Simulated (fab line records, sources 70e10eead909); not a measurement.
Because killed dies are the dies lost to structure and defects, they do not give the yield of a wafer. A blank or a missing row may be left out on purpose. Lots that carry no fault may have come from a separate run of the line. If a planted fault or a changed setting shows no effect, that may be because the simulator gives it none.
fab line records ; flow nand_harc
record lots=14; wafers=42; last_day=33
route steps=1302 shown A_SLIT@938 A_WL_FILL@954
lots that met no fault: taken from a fault-free run of the same line
start_h: start of the lot's first displayed wafer, in hours after the record's first day ; wait_h: hours elapsed since this lot's preceding step ; " as in the row above ; L1.1+2: a row that stands for several wafers ; - no value present, or no start provided ; * or withheld: withheld ; < > ~ a bound
route shown NAME@n: a module of which the file shows steps, and the number in the route of the first ; usual: the fault-free wafers' mean and standard deviation ; same: alike in all rows ; chamber/n: place in a boat ; sites: readings site by site ; _std_site: how widely they spread, as a standard deviation ; _edge_site: the outer-site mean with the inner-site mean subtracted ; radius_mm: how far each site lies from the wafer's centre ; mask NAME#n: copy n ; behind: the most recent tool/chamber to have shaped the wafer ; hold: reason for holding the lot/hours on hold/outcome of the hold ; device: transistor that didn't switch, given as n, p or np ; end of line: the tests these same wafers got at the end of their route ; a step with no rows: only its recipe ; killed: the dies lost at the first sort to structure and to defects; this is not the yield of the wafer ; map: a wafer's dies, x killed, . not, _ none there
set.NAME: the setting the step ran with; set.NAME@STEP: the setting that earlier step ran with ; model.NAME: the simulator's own value behind a step, which no gauge read
steps of the route over a sample of lots; a table a step, a row a wafer
services: the hour from which a tool's chamber was out of use, counted from the record's first day as start_h (under 0 if before that day), plus the number of hours and why
## steps
# step NHARC_A_SLIT_ETCH_15
# recipe target_depth_a=62000; over_etch_frac=0.3; time_s=1612; ion_energy_ev=150; o2_flow_sccm=400; cos_flow_sccm=20; ar_flow_sccm=0; rf_w=500; bias_w=300; chemistry=O2/COS
# usual drypump_motor_current_A=5.7/0.49; oes_product_au=1.001/0.012; rf_vpp_V=313.7/1.7; showerhead_plenum_p_Torr=3.09/0.1; throttle_valve_pct=28.328/0.0089
lot.wafer;tool;chamber;start_h;wait_h;drypump_motor_current_A;oes_product_au;rf_hours_counter_h;rf_vpp_V;showerhead_plenum_p_Torr;throttle_valve_pct
L548.4;rie_diel-12;2;-;-;5.5;1.009;1;313.2;3.03;28.319
L548.5;rie_diel-12;1;-;-;5.6;1.009;-;312.8;3.06;28.339
L548.6;rie_diel-12;2;-;-;5.5;1.019;-;313.0;3.03;28.347
L550.3;rie_diel-12;0;-;-;5.3;1.007;1;314.7;3.15;28.329
L550.5;rie_diel-12;3;-;-;5.2;0.993;-;311.1;2.94;28.319
L550.6;rie_diel-12;0;-;-;5.3;1.017;-;314.2;3.15;28.323
L551.4;rie_diel-04;2;-;-;6.2;0.985;6;314.8;3.21;28.312
L551.1;rie_diel-04;0;-;-;6.0;0.999;6;310.8;2.93;28.330
L551.5;rie_diel-04;3;-;-;4.9;0.978;-;314.7;3.14;28.338
L558.3;rie_diel-04;0;-;-;5.9;1.011;1;312.3;2.93;28.324
L558.5;rie_diel-04;0;-;-;5.9;1.003;-;311.2;2.93;28.348
L558.6;rie_diel-04;2;-;-;6.2;0.988;-;314.5;3.21;28.336
L560.3;rie_diel-12;2;-;-;5.6;1.019;8;313.9;3.03;28.324
L560.5;rie_diel-12;3;-;-;5.2;0.986;-;312.8;2.94;28.321
L560.4;rie_diel-12;0;-;-;5.3;1.003;-;315.0;3.15;28.326
L562.4;rie_diel-04;0;-;-;5.9;1.015;3;310.5;2.93;28.336
L562.2;rie_diel-04;1;-;-;5.2;0.995;1;316.4;3.29;28.332
L562.1;rie_diel-04;2;-;-;6.2;0.986;3;316.8;3.21;28.322
L564.2;rie_diel-12;2;-;-;5.6;1.018;12;311.9;3.03;28.336
L564.3;rie_diel-12;3;-;-;5.3;0.989;11;311.5;2.94;28.314
L564.4;rie_diel-12;1;-;-;5.6;1.007;9;312.7;3.06;28.322
L563.1;rie_diel-02;1;-;-;6.0;1.008;1;314.3;3.08;28.313
L563.4;rie_diel-02;3;-;-;5.9;1.021;1;312.1;3.02;28.328
L563.2;rie_diel-02;0;-;-;5.6;0.995;1;313.8;3.19;28.332
L565.3;rie_diel-04;1;-;-;5.2;0.994;2;318.0;3.29;28.328
L565.1;rie_diel-04;0;-;-;6.0;1.005;4;311.7;2.93;28.343
L565.6;rie_diel-04;1;-;-;5.2;0.992;-;315.4;3.29;28.323
L566.4;rie_diel-02;0;-;-;5.7;0.994;2;314.9;3.19;28.348
L566.5;rie_diel-02;1;-;-;6.0;1.005;-;313.9;3.08;28.324
L566.6;rie_diel-02;2;-;-;6.7;0.994;-;312.7;3.14;28.320
L568.1;rie_diel-12;0;-;-;5.3;1.005;1;313.1;3.15;28.314
L568.4;rie_diel-12;1;-;-;5.6;1.000;1;312.1;3.06;28.345
L568.3;rie_diel-12;2;-;-;5.5;1.001;1;314.4;3.02;28.325
L569.1;rie_diel-02;0;-;-;5.7;0.987;4;315.1;3.19;28.320
L569.3;rie_diel-02;2;-;-;6.7;1.001;5;314.4;3.14;28.341
L569.5;rie_diel-02;3;-;-;5.9;1.023;-;311.9;3.02;28.308
L567.2;rie_diel-04;3;-;-;4.9;0.992;6;314.9;3.13;28.323
L567.4;rie_diel-04;0;-;-;5.9;1.006;6;310.8;2.92;28.324
L567.1;rie_diel-04;2;-;-;6.2;0.984;6;315.7;3.21;28.320
L570.4;rie_diel-04;3;-;-;4.9;0.984;8;313.7;3.13;28.346
L570.3;rie_diel-04;1;-;-;5.2;1.000;6;317.2;3.29;28.327
L570.5;rie_diel-04;3;-;-;4.9;0.988;-;313.9;3.13;28.320
# step NHARC_A_WL_FILL_ALD_02
# recipe target_thk_a=20; pulse_time_s=3; ald_cycles=100; temp_c=450; material=TiN
# usual heater_power_w=1127/130; precursor_pulse_height_rel=0.999/0.018
# same ald_cycles=100
lot.wafer;tool;chamber;start_h;wait_h;heater_power_w;precursor_pulse_height_rel
L548.4;ald_metal-01;0;482.75;0.1;1209;0.993
L548.6;ald_metal-01;3;482.75;0.1;1320;0.989
L548.5;ald_metal-01;0;482.75;0.1;1206;1.002
L550.3;ald_metal-02;3;486.35;0.2;1220;1.007
L550.5;ald_metal-02;1;486.35;0.2;906;1.000
L550.6;ald_metal-02;2;486.35;0.2;1246;0.999
L551.4;ald_metal-03;1;499.07;0.1;1024;0.981
L551.1;ald_metal-03;0;499.07;0.1;959;0.983
L551.5;ald_metal-03;2;499.07;0.1;1179;1.009
L558.3;ald_metal-02;2;568.20;0.1;1258;1.001
L558.6;ald_metal-02;2;568.20;0.1;1226;0.983
L558.5;ald_metal-02;3;568.20;0.1;1242;0.997
L560.4;ald_metal-01;2;581.59;0.1;1189;1.015
L560.3;ald_metal-01;3;581.59;0.1;1322;0.998
L560.5;ald_metal-01;2;581.59;0.1;1200;1.026
L562.1;ald_metal-01;0;605.49;0.2;1221;0.977
L562.2;ald_metal-01;1;605.49;0.2;1076;1.011
L562.4;ald_metal-01;0;605.49;0.2;1191;0.988
L564.3;ald_metal-01;0;620.56;0.2;1235;0.987
L564.2;ald_metal-01;1;620.56;0.2;1089;0.998
L564.4;ald_metal-01;3;620.56;0.2;1369;1.045
L563.1;ald_metal-03;3;621.13;0.2;1066;0.970
L563.2;ald_metal-03;1;621.13;0.2;992;0.983
L563.4;ald_metal-03;2;621.13;0.2;1118;1.035
L565.3;ald_metal-03;1;641.10;0.1;1033;0.994
L565.1;ald_metal-03;2;641.10;0.1;1101;0.997
L565.6;ald_metal-03;1;641.10;0.1;1036;0.992
L566.4;ald_metal-01;3;641.11;0.1;1348;1.029
L566.5;ald_metal-01;3;641.11;0.1;1354;1.001
L566.6;ald_metal-01;0;641.11;0.1;1212;1.022
L569.1;ald_metal-02;0;669.69;0.2;1082;1.010
L569.3;ald_metal-02;2;669.69;0.2;1217;0.993
L569.5;ald_metal-02;0;669.69;0.2;1083;0.975
L568.1;ald_metal-01;0;669.74;0.2;1235;1.009
L568.3;ald_metal-01;1;669.74;0.2;1087;0.983
L568.4;ald_metal-01;2;669.74;0.2;1181;1.031
L567.1;ald_metal-03;3;674.08;0.2;1086;1.022
L567.2;ald_metal-03;1;674.08;0.2;1021;1.010
L567.4;ald_metal-03;2;674.08;0.2;1127;1.031
L570.4;ald_metal-01;2;695.84;0.1;1209;0.988
L570.3;ald_metal-01;3;695.84;0.1;1355;1.006
L570.5;ald_metal-01;1;695.84;0.1;1073;0.983
# step NHARC_A_WL_FILL_ANNEAL_08
# recipe temp_c=450; time_s=1800
# usual run_length_s=1823/9.6; spike_tc_bottom_C=474.7/1.1; spike_tc_centre_C=450.0/0.93; spike_tc_top_C=475.9/1.9; zone_power_centre_pct=5.33/0.16; zone_power_upper_pct=4.9/0.44
lot.wafer;tool;chamber;start_h;wait_h;run_length_s;spike_tc_bottom_C;spike_tc_centre_C;spike_tc_top_C;zone_power_centre_pct;zone_power_upper_pct
L548.4;furnace-01;0;487.59;-;1827;476.6;448.3;477.4;5.39;4.6
L548.5;furnace-01;0;487.59;-;1827;473.8;449.7;478.7;5.49;4.6
L548.6;furnace-01;0;487.59;-;1827;473.4;451.7;478.1;5.39;4.6
L550.3;furnace-04;0;492.10;-;1831;474.4;450.1;472.4;5.99;6.3
L550.5;furnace-04;0;492.10;-;1831;475.0;449.7;474.5;5.91;6.5
L550.6;furnace-04;0;492.10;-;1831;473.3;449.9;475.9;5.86;6.5
L551.1;furnace-05;0;505.06;-;1810;475.0;450.0;473.0;5.27;5.2
L551.4;furnace-05;0;505.06;-;1810;475.2;450.4;474.0;5.18;5.2
L551.5;furnace-05;0;505.06;-;1810;474.7;451.1;475.9;5.23;5.2
L558.3;furnace-05;-;575.22;-;-;-;-;-;-;-
L558.5;furnace-05;-;575.22;-;-;-;-;-;-;-
L558.6;furnace-05;-;575.22;-;-;-;-;-;-;-
L560.3;furnace-01;-;589.79;-;-;-;-;-;-;-
L560.4;furnace-01;-;589.79;-;-;-;-;-;-;-
L560.5;furnace-01;-;589.79;-;-;-;-;-;-;-
L562.1;furnace-05;0;611.53;-;1808;475.9;450.5;475.5;5.24;5.2
L562.2;furnace-05;0;611.53;-;1808;474.5;449.8;474.2;5.12;5.3
L562.4;furnace-05;0;611.53;-;1808;476.1;450.0;475.6;5.20;5.0
L563.1;furnace-05;0;627.80;-;1813;475.6;450.3;474.1;5.26;5.1
L563.2;furnace-05;0;627.80;-;1813;474.9;450.9;473.9;5.21;5.1
L563.4;furnace-05;0;627.80;-;1813;474.5;448.8;475.5;5.16;5.2
L564.2;furnace-05;0;627.80;-;1815;475.0;448.7;474.7;5.23;5.3
L564.3;furnace-05;0;627.80;-;1815;474.5;448.3;474.7;5.27;5.2
L564.4;furnace-05;0;627.80;-;1815;477.5;447.3;475.5;5.23;5.2
L565.1;furnace-05;0;645.69;-;1814;473.7;450.0;473.8;5.20;5.2
L565.3;furnace-05;0;645.69;-;1814;474.3;448.8;473.0;5.17;5.1
L565.6;furnace-05;0;645.69;-;1814;475.2;451.4;474.2;5.20;5.2
L566.4;furnace-05;0;645.69;-;1817;473.9;449.6;473.9;5.19;5.2
L566.5;furnace-05;0;645.69;-;1817;473.6;449.7;475.4;5.33;5.2
L566.6;furnace-05;0;645.69;-;1817;475.0;449.6;475.5;5.23;5.3
L567.1;furnace-01;0;676.62;-;1838;475.0;450.1;475.7;5.40;4.5
L567.2;furnace-01;0;676.62;-;1838;474.6;450.9;475.9;5.28;4.6
L567.4;furnace-01;0;676.62;-;1838;473.8;449.6;478.1;5.40;4.7
L568.1;furnace-01;0;676.62;-;1828;473.1;451.1;475.7;5.46;4.5
L568.3;furnace-01;0;676.62;-;1828;474.9;450.0;476.3;5.38;4.5
L568.4;furnace-01;0;676.62;-;1828;473.5;450.7;479.4;5.37;4.6
L569.1;furnace-01;0;676.62;-;1822;474.2;449.9;478.4;5.42;4.6
L569.3;furnace-01;0;676.62;-;1822;473.4;449.0;476.3;5.35;4.5
L569.5;furnace-01;0;676.62;-;1822;474.7;448.4;478.1;5.34;4.6
L570.3;furnace-01;0;700.56;-;1834;474.2;451.1;478.9;5.49;4.6
L570.4;furnace-01;0;700.56;-;1834;473.9;450.2;477.4;5.34;4.6
L570.5;furnace-01;0;700.56;-;1834;474.9;449.9;477.4;5.37;4.5
# step NHARC_A_WL_FILL_ALD_19
# recipe target_thk_a=20; pulse_time_s=3; ald_cycles=100; temp_c=450; material=TiN
# usual heater_power_w=1112/130; precursor_pulse_height_rel=0.996/0.02
# same ald_cycles=100
lot.wafer;tool;chamber;start_h;wait_h;heater_power_w;precursor_pulse_height_rel
L548.4;ald_metal-01;2;499.26;0.1;1181;0.978
L548.6;ald_metal-01;2;499.26;0.1;1182;1.017
L548.5;ald_metal-01;3;499.26;0.1;1321;0.998
L550.3;ald_metal-02;2;503.95;0.1;1234;0.978
L550.5;ald_metal-02;1;503.95;0.1;905;1.025
L550.6;ald_metal-02;2;503.95;0.1;1225;0.993
L551.1;ald_metal-03;3;516.76;0.1;1054;0.966
L551.4;ald_metal-03;0;516.76;0.1;952;0.990
L551.5;ald_metal-03;2;516.76;0.1;1177;0.994
L558.3;ald_metal-01;3;587.08;0.1;1395;1.014
L558.5;ald_metal-01;2;587.08;0.1;1199;0.981
L558.6;ald_metal-01;3;587.08;0.1;1371;0.987
L560.3;ald_metal-03;3;601.72;0.1;1098;1.050
L560.4;ald_metal-03;0;601.72;0.1;926;1.043
L560.5;ald_metal-03;2;601.72;0.1;1103;0.977
L562.4;ald_metal-02;0;623.43;0.1;1066;1.030
L562.1;ald_metal-02;2;623.43;0.1;1182;0.970
L562.2;ald_metal-02;3;623.43;0.1;1238;0.977
L564.4;ald_metal-01;2;639.61;0.1;1177;0.973
L564.2;ald_metal-01;3;639.61;0.1;1342;1.006
L564.3;ald_metal-01;1;639.61;0.1;1093;0.946
L563.2;ald_metal-02;2;639.63;0.1;1185;0.952
L563.4;ald_metal-02;3;639.63;0.1;1254;1.015
L563.1;ald_metal-02;0;639.63;0.1;1087;1.004
L565.3;ald_metal-01;0;657.42;0.1;1213;0.966
L565.1;ald_metal-01;1;657.42;0.1;1085;0.968
L565.6;ald_metal-01;1;657.42;0.1;1064;1.013
L566.4;ald_metal-01;0;661.31;0.2;1187;1.010
L566.5;ald_metal-01;1;661.31;0.2;1085;0.967
L566.6;ald_metal-01;2;661.31;0.2;1173;1.029
L567.1;ald_metal-02;3;688.43;0.1;1196;1.024
L567.2;ald_metal-02;1;688.43;0.1;856;1.003
L567.4;ald_metal-02;2;688.43;0.1;1186;1.005
L568.1;ald_metal-03;1;688.46;0.1;1013;0.998
L568.4;ald_metal-03;2;688.46;0.1;1140;1.014
L568.3;ald_metal-03;3;688.46;0.1;1086;0.991
L569.1;ald_metal-02;1;691.61;0.1;862;1.011
L569.3;ald_metal-02;2;691.61;0.1;1209;0.979
L569.5;ald_metal-02;3;691.61;0.1;1233;1.001
L570.3;ald_metal-03;0;712.33;0.1;941;0.999
L570.4;ald_metal-03;2;712.33;0.1;1116;0.956
L570.5;ald_metal-03;0;712.33;0.1;959;1.011
## services
tool;chamber;start_h;hours;kind
rie_diel-12;-;445.42;9.0;pm
rie_diel-04;1;460.02;6.7;repair
ald_metal-01;2;490.21;5.0;repair
rie_diel-12;-;503.70;2.9;repair
ald_metal-01;-;526.00;10.0;pm
rie_diel-04;1;528.26;32.6;repair
rie_diel-04;-;532.42;9.0;pm
furnace-01;-;535.04;9.7;repair
ald_metal-03;2;536.05;3.5;repair
rie_diel-02;-;536.37;0.2;repair
rie_diel-02;-;538.10;0.6;repair
rie_diel-02;2;554.71;12.9;repair
rie_diel-04;3;556.05;2.6;repair
rie_diel-12;1;563.76;18.9;repair
ald_metal-03;-;568.00;10.0;pm
rie_diel-12;-;587.59;0.3;repair
ald_metal-01;2;598.58;23.8;repair
ald_metal-03;1;605.90;1.8;repair
ald_metal-02;-;610.00;10.0;pm
rie_diel-12;-;622.42;9.0;pm
rie_diel-12;2;667.27;2.0;repair
rie_diel-12;-;679.94;0.6;repair
ald_metal-01;-;704.00;10.0;pm
rie_diel-04;-;709.42;9.0;pm
## key
first_sign step=NHARC_A_WL_FILL_ANNEAL_08; reading=tool_record; direction=missing
effect none on later readings
met_at NHARC_A_WL_FILL_ANNEAL_08
struck_lots L558,L560
later_rows_left_out L558.3,L558.5,L558.6,L560.3,L560.4,L560.5
sort_left_out L558.3,L558.5,L558.6,L560.3,L560.4,L560.5
tester_left_out L558,L560
not_acting_at NHARC_A_SLIT_ETCH_15,NHARC_A_WL_FILL_ALD_02,NHARC_A_WL_FILL_ALD_19
onset_between 505.06 575.22
fault kind=skipped_step_whole; tool=furnace-01,furnace-05; chamber=-; onset_h=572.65; steps=NHARC_A_WL_FILL_ANNEAL_08; scope=struck_lots_only
# tester_left_out: of these lots the tester's yield and bins aren't shown, on N5 and GAA mostly nor the transistor test; their killed dies are dies lost to structure and defects alone, not to doping, threshold or leakage, so they don't give the yield
# sort_left_out: the simulated sort isn't trusted on such a fault, so these wafers' sort isn't shown, and their yield isn't known
# later_rows_left_out: the simulator's readings of these wafers behind a module that went badly wrong aren't trusted and aren't shown, but for the sort
